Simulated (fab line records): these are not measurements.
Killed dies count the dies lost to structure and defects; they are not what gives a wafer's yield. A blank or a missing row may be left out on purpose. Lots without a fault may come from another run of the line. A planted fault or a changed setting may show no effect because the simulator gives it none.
Which tool did it? + flow n5Finfet + Sampling: 10 lots, 27 wafers, 3 of 1938 route steps

== WHAT EACH GAUGE READ, for each wafer ==
N5_BEOL_M8_CD_MEAS_28: target cd 40 nm.
| lot  | measured     | on       | cdNm (nm)         |
|------|--------------|----------|-------------------|
| L276 | day 17 05:58 | cdSem-03 | 39.81 39.84 40.02 |
| L266 | day 16 21:26 | cdSem-02 | 40.17 39.89 40.63 |
| L277 | day 19 04:43 | cdSem-01 | 39.86 39.74 39.58 |
| L279 | day 19 05:04 | cdSem-02 | 39.80 40.34 40.35 |
| L283 | day 19 05:09 | cdSem-03 | 30.75 39.91       |
| L278 | day 19 09:02 | cdSem-02 | 31.04 30.08       |
| L282 | day 19 15:20 | cdSem-01 | 39.72 40.00 29.89 |
| L280 | day 19 15:31 | cdSem-03 | 40.48 40.00 40.05 |
| L281 | day 19 17:51 | cdSem-01 | 39.89 40.03 39.90 |
| L289 | day 21 22:56 | cdSem-03 | 40.18 40.12       |

== WHICH TOOL RAN EACH LOT (tool, then ch and the chambers of the sampled wafers, then the start) ==
| lot  | N5_BEOL_M8_STRIP_19               | N5_BEOL_M8_EXPOSE_25             |
|------|-----------------------------------|----------------------------------|
| L276 | rieDiel-03 ch 0,1,3, day 17 03:34 | euvScanner-02 ch 0, day 17 05:50 |
| L266 | rieDiel-06 ch 0,3, day 16 20:10   | euvScanner-01 ch 0, day 16 21:19 |
| L277 | rieDiel-03 ch 0,3, day 19 02:35   | euvScanner-02 ch 0, day 19 04:35 |
| L279 | rieDiel-06 ch 0,2,3, day 19 03:07 | euvScanner-02 ch 0, day 19 04:56 |
| L283 | rieDiel-06 ch 0,3, day 19 03:38   | euvScanner-02 ch 0, day 19 05:02 |
| L278 | rieDiel-03 ch 0,3, day 19 06:43   | euvScanner-02 ch 0, day 19 08:56 |
| L282 | rieDiel-03 ch 2,3, day 19 10:38   | euvScanner-02 ch 0, day 19 15:13 |
| L280 | rieDiel-06 ch 0,1,2, day 19 11:34 | euvScanner-01 ch 0, day 19 15:23 |
| L281 | rieDiel-03 ch 0,1,2, day 19 17:28 | euvScanner-01 ch 0, day 19 17:43 |
| L289 | rieDiel-06 ch 2, day 21 21:43     | euvScanner-01 ch 0, day 21 22:49 |
- N5_BEOL_M8_STRIP_19: strips in O2.
- N5_BEOL_M8_EXPOSE_25: exposes mask V7, target cd 40 nm.

== THE ANSWER, worked out from the rows above alone ==
Rule: the lots themselves supply what counts as usual. Put in order of their means at a reading, lots are off if they are a third of the lots or fewer, leave a main group of 4 or more, and stand apart from it by a gap of 3 or more times the standard deviation of the main group's means; of several such gaps the widest counts. The tables above print the reading to a certain number of digits; a main group whose means all agree to those digits is not used. Also off: a lot with no number at a reading for which 4 or more lots have one. Where the step has rows for the other lots, those lots are counted as sound.
Off: L283, L278, L282, at N5_BEOL_M8_CD_MEAS_28 (cdNm). The main group: mean 40.04 nm, standard deviation 0.17.
If a tool, at a process step before that reading, ran all the lots that are off and no sound lot after the first of them, it fits. The gauges at N5_BEOL_M8_CD_MEAS_28 are tried like those tools. One fits: N5_BEOL_M8_EXPOSE_25 on euvScanner-02. A fault onset in the window from L279 (day 19 04:56, its last sound lot) to L283 (day 19 05:02, its first lot off) fits.

== WHAT THE SIMULATOR HAD INSERTED ==
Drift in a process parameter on euvScanner-02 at N5_BEOL_M8_EXPOSE_25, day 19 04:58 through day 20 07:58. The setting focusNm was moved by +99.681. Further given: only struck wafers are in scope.
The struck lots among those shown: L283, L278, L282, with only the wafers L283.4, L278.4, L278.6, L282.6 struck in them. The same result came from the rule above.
